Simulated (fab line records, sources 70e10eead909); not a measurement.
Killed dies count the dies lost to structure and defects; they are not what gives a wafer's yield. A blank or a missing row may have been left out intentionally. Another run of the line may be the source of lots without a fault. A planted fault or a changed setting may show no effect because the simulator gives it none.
fab line records + flow nand-harc
record
- lots=14
- wafers=42
- last-day=24
route steps=1159 shown A_ONON_D1@432 A_BONDPAD@1085 END@1159
lots untouched by any fault: they come from a run of this same line in which no faults occurred
start-h: hours from the record's first day to the start of the lot's first wafer shown + wait-h: how many hours have passed since the lot's step before this one + " repeats the value in the row above + L1.1+2: a row that stands for several wafers + - value missing, or start not given + * or withheld: withheld + < > ~ a bound
route shown NAME@n: a module of which the file shows steps, and the number in the route of the first + usual: average and standard deviation across the fault-free wafers + same: alike in all rows + chamber/n: place in a boat + sites: each site's reading + _std_site: the standard deviation of these + _edge_site: outer sites' mean less inner sites' + radius-mm: how far each site lies from the wafer's centre + mask NAME#n: copy n + behind: the most recent tool/chamber to have shaped the wafer + hold: why the lot was held/for how many hours/how that ended + device: names the non-switching transistor (n, p or np) + end of line: the tests these same wafers got at the end of their route + a step given without rows: its recipe and nothing more + killed: not the wafer's yield, but the dies lost to structure and defects at the first sort + map: per-die view of a wafer (x killed, . not killed, _ where there is no die)
set.NAME: setting as actually run; set.NAME@STEP: the setting as run at that earlier step + model.NAME: the simulator's own value behind a step, which no gauge read
the route's steps for a sample of lots (tables are steps, rows are wafers)
services: when a tool's chamber went out of use (start-h, in hours from the record's first day, below 0 if earlier), for how many hours, and the reason
## steps
# step NHARC_A_ONON_D1_DEP_12
# recipe
- target-thk-a=10000
- n2-flow-sccm=2750
- n2o-flow-sccm=2000
- nh3-flow-sccm=500
- sih4-flow-sccm=210
- temp-c=400
| lot.wafer  | tool          | chamber | start-h | wait-h |
|------------|---------------|---------|---------|--------|
| L271.2+4+5 | pecvd-onon-04 | 0       | 158.04  | 0.1    |
| L272.3+4+6 | pecvd-onon-04 | 0       | 170.00  | 0.2    |
| L273.2+4+5 | pecvd-onon-01 | 0       | 174.05  | 0.1    |
| L276.1+5+6 | pecvd-onon-03 | 0       | 199.02  | 0.1    |
| L278.2+3+6 | pecvd-onon-03 | 0       | 199.43  | 0.1    |
| L280.1+3+5 | pecvd-onon-01 | 0       | 217.80  | 0.1    |
| L279.3+4+6 | pecvd-onon-03 | 0       | 217.99  | 0.2    |
| L281.1+3+6 | pecvd-onon-03 | 0       | 227.34  | 0.1    |
| L283.2+4+6 | pecvd-onon-03 | 0       | 236.18  | 0.1    |
| L282.3+4+5 | pecvd-onon-04 | 0       | 236.24  | 0.2    |
| L285.1+4+5 | pecvd-onon-03 | 0       | 250.01  | 0.1    |
| L284.2+5+6 | pecvd-onon-01 | 0       | 250.06  | 0.1    |
| L292.1+4+5 | pecvd-onon-03 | 0       | 281.03  | 0.1    |
| L293.2+4+6 | pecvd-onon-03 | 0       | 286.94  | 0.1    |
# step NHARC_A_BONDPAD_PVD_27
# recipe
- target-thk-a=300
- chamber-pressure-pa=5
- power-w=5000
- substrate-temp-c=30
- time-s=20.49
- material=Cu
# usual
- throttle-valve-pct=30.0/0.76
# same
- time-s=20.49
| lot.wafer | tool           | chamber | start-h | wait-h | throttle-valve-pct |
|-----------|----------------|---------|---------|--------|--------------------|
| L271.4    | pvd-sputter-01 | -       | -       | -      | 30.2               |
| L271.2    | "              | -       | "       | "      | 29.2               |
| L271.5    | "              | -       | "       | "      | 29.7               |
| L272.3    | pvd-sputter-03 | -       | -       | -      | 30.0               |
| L272.4    | "              | -       | "       | "      | 31.9               |
| L272.6    | "              | -       | "       | "      | 29.5               |
| L273.4    | pvd-sputter-03 | -       | -       | -      | 30.0               |
| L273.2    | "              | -       | "       | "      | 29.5               |
| L273.5    | "              | -       | "       | "      | 30.0               |
| L278.2    | pvd-sputter-02 | -       | -       | -      | 28.6               |
| L278.3    | "              | -       | "       | "      | 30.5               |
| L278.6    | "              | -       | "       | "      | 28.5               |
| L276.1    | pvd-sputter-03 | -       | -       | -      | 29.3               |
| L276.6    | "              | -       | "       | "      | 32.1               |
| L276.5    | "              | -       | "       | "      | 30.1               |
| L280.1    | pvd-sputter-01 | -       | -       | -      | 29.7               |
| L280.3    | "              | -       | "       | "      | 30.0               |
| L280.5    | "              | -       | "       | "      | 30.2               |
| L279.4    | pvd-sputter-01 | -       | -       | -      | 29.7               |
| L279.3    | "              | -       | "       | "      | 29.6               |
| L279.6    | "              | -       | "       | "      | 30.0               |
| L281.1    | pvd-sputter-01 | -       | -       | -      | 29.5               |
| L281.3    | "              | -       | "       | "      | 30.0               |
| L281.6    | "              | -       | "       | "      | 30.1               |
| L282.3    | pvd-sputter-01 | -       | -       | -      | 30.1               |
| L282.4    | "              | -       | "       | "      | 29.6               |
| L282.5    | "              | -       | "       | "      | 30.1               |
| L283.4    | pvd-sputter-01 | -       | -       | -      | 29.8               |
| L283.2    | "              | -       | "       | "      | 29.2               |
| L283.6    | "              | -       | "       | "      | 29.9               |
| L284.2    | pvd-sputter-03 | -       | -       | -      | 29.3               |
| L284.5    | "              | -       | "       | "      | 31.3               |
| L284.6    | "              | -       | "       | "      | 30.3               |
| L285.4    | pvd-sputter-02 | -       | -       | -      | 30.7               |
| L285.1    | "              | -       | "       | "      | 28.5               |
| L285.5    | "              | -       | "       | "      | 30.7               |
| L293.4    | pvd-sputter-02 | -       | -       | -      | 30.4               |
| L293.2    | "              | -       | "       | "      | 30.8               |
| L293.6    | "              | -       | "       | "      | 28.4               |
| L292.1    | pvd-sputter-03 | -       | -       | -      | 31.1               |
| L292.4    | "              | -       | "       | "      | 30.0               |
| L292.5    | "              | -       | "       | "      | 29.5               |
# step NHARC_A_BONDPAD_THK_MEAS_20
# recipe
- thk-meas-gauge=xrf
# usual
- thk-nm=170.3/1.4
| lot.wafer | tool          | chamber | start-h | wait-h | thk-nm |
|-----------|---------------|---------|---------|--------|--------|
| L271.2    | film-metro-01 | -       | 419.54  | -      | 170.0  |
| L271.4    | "             | -       | "       | "      | 167.8  |
| L271.5    | "             | -       | "       | "      | 173.7  |
| L272.3    | film-metro-02 | -       | 421.08  | -      | 172.5  |
| L272.4    | "             | -       | "       | "      | 171.7  |
| L272.6    | "             | -       | "       | "      | 170.2  |
| L273.2    | film-metro-02 | -       | 431.65  | -      | 173.2  |
| L273.4    | "             | -       | "       | "      | 171.2  |
| L273.5    | "             | -       | "       | "      | 169.1  |
| L278.2    | film-metro-02 | -       | 447.18  | -      | 169.8  |
| L278.3    | "             | -       | "       | "      | 169.7  |
| L278.6    | "             | -       | "       | "      | 168.9  |
| L276.1    | film-metro-02 | -       | 450.64  | -      | 173.2  |
| L276.5    | "             | -       | "       | "      | 170.7  |
| L276.6    | "             | -       | "       | "      | 171.2  |
| L280.1    | film-metro-02 | -       | 467.64  | -      | 168.8  |
| L280.3    | "             | -       | "       | "      | 169.8  |
| L280.5    | "             | -       | "       | "      | 169.7  |
| L279.3    | film-metro-01 | -       | 468.38  | -      | 168.6  |
| L279.4    | "             | -       | "       | "      | 168.4  |
| L279.6    | "             | -       | "       | "      | 171.0  |
| L281.1    | film-metro-02 | -       | 472.56  | -      | 169.9  |
| L281.3    | "             | -       | "       | "      | 170.1  |
| L281.6    | "             | -       | "       | "      | 168.8  |
| L282.3    | film-metro-01 | -       | 475.66  | -      | 169.3  |
| L282.4    | "             | -       | "       | "      | 168.1  |
| L282.5    | "             | -       | "       | "      | 172.1  |
| L283.2    | film-metro-01 | -       | 479.73  | -      | 171.6  |
| L283.4    | "             | -       | "       | "      | 172.4  |
| L283.6    | "             | -       | "       | "      | 171.5  |
| L284.2    | film-metro-02 | -       | 487.03  | -      | 172.0  |
| L284.5    | "             | -       | "       | "      | 170.5  |
| L284.6    | "             | -       | "       | "      | 170.2  |
| L285.1    | film-metro-01 | -       | 488.38  | -      | 170.6  |
| L285.4    | "             | -       | "       | "      | 171.7  |
| L285.5    | "             | -       | "       | "      | 169.3  |
| L293.2    | film-metro-02 | -       | 534.54  | -      | 166.6  |
| L293.4    | "             | -       | "       | "      | 170.8  |
| L293.6    | "             | -       | "       | "      | 170.9  |
| L292.1    | film-metro-02 | -       | 537.76  | -      | 171.0  |
| L292.4    | "             | -       | "       | "      | 171.0  |
| L292.5    | "             | -       | "       | "      | 170.0  |
# step NHARC_END_SORT_01
# recipe
- temp-c=25
# usual
- killed-at-array=27/11
- killed-at-other=0.8/1.4
- killed-at-periphery=3.3/2
- killed-dies=31/11
- killed-open=3.4/1.8
- killed-short=2.1/1.3
# same
- gross-dies=677
| lot.wafer | tool      | chamber | start-h | wait-h | killed-at-array | killed-at-other | killed-at-periphery | killed-dies | killed-open | killed-short |
|-----------|-----------|---------|---------|--------|-----------------|-----------------|---------------------|-------------|-------------|--------------|
| L292.1    | prober-02 | 0       | 567.99  | 2.5    | 114             | 0               | 3                   | 117         | 4           | 1            |
| L292.4    | prober-02 | 0       | 570.44  | 3.4    | 109             | 0               | 4                   | 113         | 2           | 2            |
| L292.5    | prober-02 | 0       | 571.25  | 3.8    | 119             | 1               | 2                   | 122         | 5           | 1            |
| L293.2    | prober-01 | 0       | 568.83  | 2.8    | 131             | 0               | 3                   | 134         | 4           | 3            |
| L293.4    | prober-01 | 0       | 570.44  | 3.4    | 127             | 0               | 4                   | 131         | 6           | 2            |
| L293.6    | prober-01 | 0       | 572.05  | 4.0    | 135             | 1               | 3                   | 139         | 3           | 6            |
# killed by level:class
L292.1 A_ONON_D1:unspecified=84 A_SLIT:chamber-film-flake=17 A_STAIRCASE:chamber-film-flake=5 A_CHANNEL_HOLE_D1:chamber-film-flake=4 P_GATE:chamber-film-flake=2 P_M1:geometric-particle:short=1 A_CHANNEL_FILL_D1:geometric-particle:open=1 A_SGD_CUT:geometric-particle:open=1
L293.2 A_ONON_D1:unspecified=86 A_CHANNEL_HOLE_D1:chamber-film-flake=16 A_SLIT:chamber-film-flake=12 A_CONTACT:chamber-film-flake=7 A_M1:chamber-film-flake=3 A_STAIRCASE:chamber-film-flake=2 P_GATE:geometric-particle:open=1 P_CONTACT:geometric-particle:open=1
L292.4 A_ONON_D1:unspecified=85 A_SLIT:chamber-film-flake=10 A_STAIRCASE:chamber-film-flake=6 P_GATE:chamber-film-flake=2 A_CHANNEL_HOLE_D1:chamber-film-flake=2 A_CONTACT:chamber-film-flake=2 P_M0:geometric-particle:open=1 A_CHANNEL_FILL_D1:geometric-particle:short=1
L293.4 A_ONON_D1:unspecified=84 A_CHANNEL_HOLE_D1:chamber-film-flake=20 A_SLIT:chamber-film-flake=10 A_CONTACT:chamber-film-flake=6 P_CONTACT:geometric-particle:open=2 A_ONON_D1:geometric-particle:open=1 A_CHANNEL_FILL_D1:geometric-particle:open=1 A_WL_FILL:geometric-particle:short=1
L292.5 A_ONON_D1:unspecified=81 A_SLIT:chamber-film-flake=21 A_CHANNEL_HOLE_D1:chamber-film-flake=6 A_STAIRCASE:chamber-film-flake=5 A_ONON_D1:geometric-particle:open=3 P_CONTACT:geometric-particle:open=1 A_SOURCE_PLATE:geometric-particle:open=1 A_CHANNEL_HOLE_D1:geometric-particle:short=1
L293.6 A_ONON_D1:unspecified=81 A_CHANNEL_HOLE_D1:chamber-film-flake=23 A_SLIT:chamber-film-flake=14 A_CONTACT:chamber-film-flake=5 A_M1:chamber-film-flake=3 P_GATE:geometric-particle:short=2 A_STAIRCASE:chamber-film-flake=2 A_ONON_D1:geometric-particle:short=1
## services
| tool           | chamber | start-h | hours | kind   |
|----------------|---------|---------|-------|--------|
| pvd-sputter-01 | -       | 150.90  | 3.5   | repair |
| pecvd-onon-03  | -       | 153.00  | 13.0  | pm     |
| pvd-sputter-01 | -       | 158.00  | 10.0  | pm     |
| pvd-sputter-02 | -       | 170.59  | 4.0   | repair |
| pvd-sputter-01 | -       | 174.45  | 6.7   | repair |
| pvd-sputter-03 | -       | 191.86  | 2.5   | repair |
| pecvd-onon-01  | -       | 195.00  | 13.0  | pm     |
| pvd-sputter-02 | -       | 209.49  | 1.5   | repair |
| pvd-sputter-02 | -       | 214.00  | 10.0  | pm     |
| pecvd-onon-04  | -       | 237.16  | 13.0  | pm     |
| pvd-sputter-02 | -       | 276.22  | 0.9   | repair |
| pvd-sputter-03 | -       | 280.00  | 10.0  | pm     |
| pvd-sputter-03 | -       | 310.98  | 12.6  | repair |
| pecvd-onon-03  | -       | 334.00  | 13.0  | pm     |
| pvd-sputter-01 | -       | 336.00  | 10.0  | pm     |
| pvd-sputter-02 | -       | 337.53  | 0.9   | repair |
| pvd-sputter-03 | -       | 374.75  | 2.1   | repair |
| pecvd-onon-01  | -       | 376.00  | 13.0  | pm     |
| pvd-sputter-02 | -       | 392.00  | 10.0  | pm     |
| pecvd-onon-04  | -       | 418.16  | 13.0  | pm     |
| pvd-sputter-03 | -       | 442.30  | 5.5   | repair |
| pvd-sputter-03 | -       | 458.00  | 10.0  | pm     |
| pvd-sputter-01 | -       | 514.00  | 10.0  | pm     |
| pecvd-onon-03  | -       | 515.00  | 13.0  | pm     |
## key
first-sign
- step=NHARC_END_SORT_01
- reading=killed-dies
- direction=up
- sigmas=8.8
- usual=31
- struck=126
effect
- step=NHARC_END_SORT_01
- reading=killed-at-array
- direction=up
- sigmas=8.8
- usual=27
- struck=122
more-kills-born-at
- NHARC_A_ONON_D1_DEP_12@pecvd-onon-03=500
met-at NHARC_A_ONON_D1_DEP_12
struck-lots L292,L293
tester-left-out L292,L293
not-acting-at NHARC_A_BONDPAD_PVD_27,NHARC_A_BONDPAD_THK_MEAS_20
onset-between 250.01 281.03
also-fits time
fault
- kind=chamber-particle-source
- tool=pecvd-onon-03
- chamber=-
- onset-h=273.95
- steps=NHARC_A_ONON_D1_DEP_12
- rate-per-visit-cm2=0.99957
- end-h=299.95
# tester-left-out: of these lots the tester's yield and bins aren't shown, on N5 and GAA mostly nor the transistor test; their killed dies are dies lost to structure and defects alone, not to doping, threshold or leakage, so they don't give the yield
